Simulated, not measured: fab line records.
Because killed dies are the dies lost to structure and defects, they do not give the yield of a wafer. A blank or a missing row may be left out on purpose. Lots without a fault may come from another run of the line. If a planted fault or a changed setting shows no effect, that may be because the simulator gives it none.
Code-filled problem report in 8D (eight disciplines) form | flow nand harc | the parts of the form that need people (team, actions taken, sign-off) are left out

## 1. WHAT IS WRONG
On 2 wafers of 1 lot, run length s at NHARC_P_M1_ETCH_15 has a mean of 104.9 s; fault-free wafers read 112.4 s, standard deviation 0.51. Measured from the usual mean, that is -15 standard deviations.
The step: etches the open film in C4F8/Ar, target depth 182.5 nm, time 91.2 s.
The first sign was on wafer L723.2 at day 8 16:55, on rie diel-10. The record has a number at this step for 36 wafers belonging to 12 lots. Rule for "out" (also "out of limits"): further than 4 standard deviations from the usual mean. Any other wafer with a number is counted as sound.

## 2. WHAT IT IS; WHAT IT IS NOT
question                    | is               | is not
which readings at this step | run length s     | oes product au, rf vpp V
which lots                  | L723             | L719, L720, L726, L732, L733, L735, L736, L737, L738, L739, L740
which wafers of those lots  | L723.2, L723.6   | L723.1
read on which tools         | rie diel-10      | rie diel-13
when                        | from day 8 16:55 | up to then (7 sound wafers); but 27 sound wafers of L726, L732, L733, L735, L736, L737, L738, L739, L740 came after

## 3. THE SUSPECTS, EACH WITH WHAT RULES IT OUT
Counting: a tool at a process step up to the reading stays a suspect if it ran every lot that is out. Sound lots after the first of them don't rule it out here, since some wafers of a struck lot are sound.
- rie diel-10 at NHARC_P_M1_ETCH_15 (etches the open film in C4F8/Ar, target depth 182.5 nm, time 91.2 s): kept. The lot that is out, L723, ran on it at day 8 16:55; the last sound lot it ran before that was L719, at day 7 05:58. Its own readings are out on those wafers: run length s.
- Within rie diel-10 at NHARC_P_M1_ETCH_15, the wafers that are out were processed in chamber 0 and their sound lot-mates in chamber 2.
The count leaves rie diel-10 at NHARC_P_M1_ETCH_15.

## 4. THE CAUSE (what the simulator had put in)
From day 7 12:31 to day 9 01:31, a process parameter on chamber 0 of rie diel-10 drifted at NHARC_P_M1_ETCH_15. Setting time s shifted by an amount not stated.
Counting left only this tool.

## 5. THE EFFECT CHAIN, in route order
Rows list readings where the struck wafers' mean (over those with a number) sits beyond 3 standard deviations from the usual. Readings are gone through only where the record gives a usual standard deviation; hours: the median, over the lots, of the time from a lot's start at the first step in this table giving one to that lot's start at this step; sigmas: the change measured in usual standard deviations.
hours | step               | reading      | usual   | on struck wafers | change | sigmas
0     | NHARC_P_M1_ETCH_15 | run length s | 112.4 s | 104.9            | -7.5   | -15
Here are the process steps it includes:
- NHARC_P_M1_ETCH_15: etches the open film in C4F8/Ar, target depth 182.5 nm, time 91.2 s.
Readings that are blank on the struck wafers while sound wafers have them: rf fwd power W at NHARC_P_M1_ETCH_15.
At these later measuring or inspecting steps, every struck wafer for which the step has a row has a number for every such reading, and none has moved that far: NHARC_END_SORT_01.

## 6. WHAT WOULD HAVE CAUGHT IT SOONER
In this record no reading fell out of limits until day 8 16:55, 28 hours after the fault had begun at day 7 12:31.
